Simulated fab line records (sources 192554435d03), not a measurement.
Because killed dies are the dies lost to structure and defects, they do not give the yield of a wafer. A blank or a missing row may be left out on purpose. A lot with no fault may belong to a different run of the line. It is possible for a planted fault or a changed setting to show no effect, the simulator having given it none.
Matching of chambers    flow n5Finfet    rieDiel-01 running N5_BEOL_M8_DESCUM_33: 4 sister chambers
The step chemistry O2, time 7 s. 4 wafers are shown with their chamber, then 8 later ones without.

WAFERS PAIRED WITH THEIR CHAMBERS
wafer   chamber  showerheadPlenumPTorr (Torr)
L082.6  3        2.04
L085.2  2        2.01
L085.3  0        2.14
L092.1  1        2.02

WAFERS MISSING THEIR CHAMBER
wafer   showerheadPlenumPTorr (Torr)
L092.2  2.00
L092.6  2.13
L094.1  2.13
L094.2  2.03
L094.5  2.13
L096.2  2.03
L096.4  2.00
L096.5  2.13

EACH ONE'S CHAMBER
wafer   from the rows above           in truth
L092.2  can't be placed: 2 or 1       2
L092.6  0                             0
L094.1  0                             0
L094.2  can't be placed: 1 or 3 or 2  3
L094.5  0                             0
L096.2  can't be placed: 1 or 3 or 2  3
L096.4  can't be placed: 2 or 1       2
L096.5  0                             0
Correct placement for 4 of the 8. From these rows, 4 cannot be placed; in 4 the true chamber is one of the candidates. 0 placed wrongly.
How it was worked out, from the rows above alone: a wafer's distance from a chamber is the root of the sum, over the readings, of the square of ((its reading less the chamber's mean) divided by the reading's scatter). The wafer belongs to the nearest chamber; if the next one is less than 2 further off, it can't be placed. For every chamber, the mean is computed from those of its wafers that are shown. The scatter: root of mean squared gap, hidden wafer to nearest shown wafer, with one shown wafer a chamber.
